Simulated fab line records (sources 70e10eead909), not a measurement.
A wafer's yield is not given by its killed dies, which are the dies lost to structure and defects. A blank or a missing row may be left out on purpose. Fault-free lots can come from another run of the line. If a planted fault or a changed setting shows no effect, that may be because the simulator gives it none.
Struck lot and sound lot, side by side -- flow nand harc -- 16 steps out of a route of 1302
Sound: these wafers, L784.4, L784.5, L784.6. The struck wafers were L778.1, L778.3, L778.4. The cause is given at the end.
Per side, at each step with rows, come the tool, then ch with its chambers, and then its first start. Under that, the readings that differ: sound wafers -- struck wafers -- difference of the means -- sigmas: that difference in standard deviations of wafers without a fault.
alike: readings whose means differ by less than 2 such deviations, and words and numbers that are the same on both sides. not compared: withheld readings, readings that some wafer has no value for, bounds like >300 that may hide the same value, and numbers for which the record gives no deviation and whose values overlap.
A row with sigmas, a row that says differs or no value, or rows on one side alone: a step with any of these is where the two part. Numbers that don't overlap but have no deviation are shown without sigmas and don't part them. A reading missing from all wafers of one side parts the sides only when that side holds two or more wafers.

NHARC_A_ONON_D2_THK_MEAS_05: measures by ellipsometry.
  sound on film metro-01, day 20 12:23; struck on film metro-02, day 18 13:28
  alike: thk nm
after that, 1 step with no rows for these wafers: NHARC_A_ONON_D2_DEP_06 (target thk 1000 nm).
NHARC_A_ONON_D2_THK_MEAS_08: measures by ellipsometry.
  sound on film metro-02, day 20 12:58; struck on film metro-02, day 18 14:02
  alike: thk nm
after that, 1 step with no rows for these wafers: NHARC_A_ONON_D2_DEP_09 (target thk 1000 nm).
NHARC_A_ONON_D2_THK_MEAS_11: measures by ellipsometry.
  sound on film metro-01, day 20 13:32; struck on film metro-02, day 18 14:35
  alike: thk nm
after that, 1 step with no rows for these wafers: NHARC_A_ONON_D2_DEP_12 (target thk 1000 nm).
NHARC_A_ONON_D2_THK_MEAS_14: measures by ellipsometry.
  sound on film metro-02, day 20 14:05; struck on film metro-02, day 18 15:10
  alike: thk nm
then, 2 steps without rows for these wafers: NHARC_A_ONON_D2_ANNEAL_15 (time 3600 s); NHARC_A_ONON_D2_DEP_16 (target thk 1000 nm).
NHARC_A_ONON_D2_THK_MEAS_18: measures by ellipsometry.
  sound on film metro-02, day 20 21:53; struck on film metro-01, day 18 22:52
  alike: thk nm
after that, 1 step with no rows for these wafers: NHARC_A_ONON_D2_DEP_19 (target thk 1000 nm).
NHARC_A_ONON_D2_THK_MEAS_21: measures by ellipsometry.
  sound on film metro-02, day 20 22:27; struck on film metro-02, day 18 23:25
  alike: thk nm
NHARC_A_ONON_D2_DEP_22: target thk 1000 nm.
  sound on pecvd onon-01 ch 0, day 20 22:41; struck on pecvd onon-04 ch 0, day 18 23:29
  alike: susceptor temp C
NHARC_A_ONON_D2_THK_MEAS_24: measures by ellipsometry.
  sound on film metro-02, day 20 23:01; struck on film metro-02, day 18 23:59
reading,sound,struck,difference,sigmas
thk nm (nm),1005 1002 1002,367 367 367,-636,-75
after that, 1 step with no rows for these wafers: NHARC_A_ONON_D2_DEP_25 (target thk 1000 nm).
-- break in the record here, with 12 days between the starts of the struck wafers on either side (left off in module A_ONON_D2, picked up again in module END, where the first step shown is number 1302 on the route) --
NHARC_END_SORT_01:
  the record has rows for the struck wafers here (prober-01 ch 0, day 31 04:59) and none for the sound ones

WHERE THEY PART
Last at NHARC_END_SORT_01 as far as this record goes, first at NHARC_A_ONON_D2_THK_MEAS_24.

WHY: what the simulator had put in
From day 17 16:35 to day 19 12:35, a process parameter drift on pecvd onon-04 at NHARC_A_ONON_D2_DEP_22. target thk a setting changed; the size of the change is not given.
